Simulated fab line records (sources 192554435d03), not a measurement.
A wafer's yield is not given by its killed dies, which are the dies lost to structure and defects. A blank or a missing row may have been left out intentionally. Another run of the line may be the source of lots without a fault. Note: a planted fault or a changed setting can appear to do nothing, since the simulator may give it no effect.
What tool caused it? / flow n5Finfet / 21 wafers sampled from 7 lots at 1 step of a route of 1938

== WHAT THE GAUGES READ, wafer by wafer ==
N5_BEOL_M4_RC_MEAS_101. Usual: DIBL_N 35.9 mV/V, standard deviation 1.8; DIBL_P 36.2 mV/V, standard deviation 2; IOFF_N 0.16 nA/um, standard deviation 0.031; IOFF_P 0.22 nA/um, standard deviation 0.041; ION_N 676 uA/um, standard deviation 11; ION_P 465 uA/um, standard deviation 8.5; SS_N 71.4 mV/dec, standard deviation 0.64; SS_P 73.2 mV/dec, standard deviation 0.7; VT_N 250 mV, standard deviation 3.5; VT_P -250 mV, standard deviation 3.9.
lot=L174; measured=day 8 21:01; on=prober-02; DIBL_N (mV/V)=32.6 29.3 34.5; DIBL_P (mV/V)=34.6 29.7 34.9; IOFF_N (nA/um)=0.12 0.08 0.14; IOFF_P (nA/um)=0.18 0.12 0.18; ION_N (uA/um)=668 652 655; ION_P (uA/um)=462 450 451; SS_N (mV/dec)=70.5 70.0 71.0; SS_P (mV/dec)=72.7 71.0 71.9; VT_N (mV)=254 260 252; VT_P (mV)=-248 -254 -251; flag=
lot=L180; measured=day 10 02:59; on=prober-01; DIBL_N (mV/V)=36.3 36.3 36.5; DIBL_P (mV/V)=36.6 36.9 36.9; IOFF_N (nA/um)=0.16 0.16 0.16; IOFF_P (nA/um)=0.25 0.26 0.25; ION_N (uA/um)=678 673 688; ION_P (uA/um)=470 465 477; SS_N (mV/dec)=70.6 71.3 71.2; SS_P (mV/dec)=73.6 72.8 72.9; VT_N (mV)=247 249 249; VT_P (mV)=-242 -245 -246; flag=
lot=L188; measured=day 12 05:52; on=prober-01; DIBL_N (mV/V)=37.3 36.9 38.6; DIBL_P (mV/V)=38.5 37.9 39.0; IOFF_N (nA/um)=0.21 0.20 0.22; IOFF_P (nA/um)=0.24 0.23 0.24; ION_N (uA/um)=689 689 691; ION_P (uA/um)=464 468 463; SS_N (mV/dec)=72.4 71.9 71.9; SS_P (mV/dec)=74.3 74.2 74.4; VT_N (mV)=245 244 246; VT_P (mV)=-249 -251 -250; flag=
lot=L189; measured=day 12 20:40; on=prober-02; DIBL_N (mV/V)=36.1 42.1 37.3; DIBL_P (mV/V)=35.7 43.3 37.6; IOFF_N (nA/um)=0.13 0.29 0.16; IOFF_P (nA/um)=0.20 0.37 0.25; ION_N (uA/um)=661 712 677; ION_P (uA/um)=461 481 469; SS_N (mV/dec)=70.1 71.9 70.5; SS_P (mV/dec)=73.6 74.9 74.3; VT_N (mV)=252 239 250; VT_P (mV)=-250 -239 -246; flag=
lot=L191; measured=day 13 04:31; on=prober-01; DIBL_N (mV/V)=36.6 37.2 38.2; DIBL_P (mV/V)=37.1 37.5 39.3; IOFF_N (nA/um)=0.16 0.16 0.21; IOFF_P (nA/um)=0.25 0.26 0.30; ION_N (uA/um)=684 673 702; ION_P (uA/um)=476 470 484; SS_N (mV/dec)=71.8 71.3 71.5; SS_P (mV/dec)=72.6 73.7 73.6; VT_N (mV)=248 251 244; VT_P (mV)=-247 -247 -246; flag=
lot=L192; measured=day 13 15:16; on=prober-01; DIBL_N (mV/V)=36.2 34.7 34.8; DIBL_P (mV/V)=34.7 33.7 33.1; IOFF_N (nA/um)=0.17 0.14 0.15; IOFF_P (nA/um)=0.22 0.20 0.19; ION_N (uA/um)=680 669 662; ION_P (uA/um)=459 466 458; SS_N (mV/dec)=71.8 71.2 71.2; SS_P (mV/dec)=73.0 72.9 71.8; VT_N (mV)=247 249 250; VT_P (mV)=-251 -251 -250; flag=
lot=L193; measured=day 13 20:48; on=prober-02; DIBL_N (mV/V)=35.1 37.9 37.0; DIBL_P (mV/V)=35.2 37.1 36.8; IOFF_N (nA/um)=0.14 0.18 0.16; IOFF_P (nA/um)=0.21 0.24 0.24; ION_N (uA/um)=684 691 678; ION_P (uA/um)=470 473 470; SS_N (mV/dec)=71.1 71.3 71.6; SS_P (mV/dec)=72.6 74.2 73.5; VT_N (mV)=247 248 248; VT_P (mV)=-248 -248 -248; flag=

== WHICH TOOL RAN EACH LOT (tool, then ch and the chambers of the sampled wafers, then the start) ==
Before these readings, the record contains no process step.

== AS READ BY THE TOOLS THEMSELVES (means over the sampled wafers that have a number; for cases with no such wafer, the mark the record gives instead) ==
The record holds no such reading with a usual standard deviation.

== THE ANSWER, worked out from the rows above alone ==
Rule: take the mean of a lot's wafers that have a number; if it is more than 3 standard deviations from the usual mean, the lot is off. Also off: a lot with no number at a reading for which 4 or more lots have one. Any other lot the step has rows for is counted as sound. First the gauges in route order, then the tools' own readings, where a lot's mean is used as printed above. At the first step where some lot is off, the reading lying furthest off is the one used; lots without a number count as furthest.
Across all readings shown, no lot is off: no conclusion can be drawn from this.

== WHAT THE SIMULATOR HAD INSERTED ==
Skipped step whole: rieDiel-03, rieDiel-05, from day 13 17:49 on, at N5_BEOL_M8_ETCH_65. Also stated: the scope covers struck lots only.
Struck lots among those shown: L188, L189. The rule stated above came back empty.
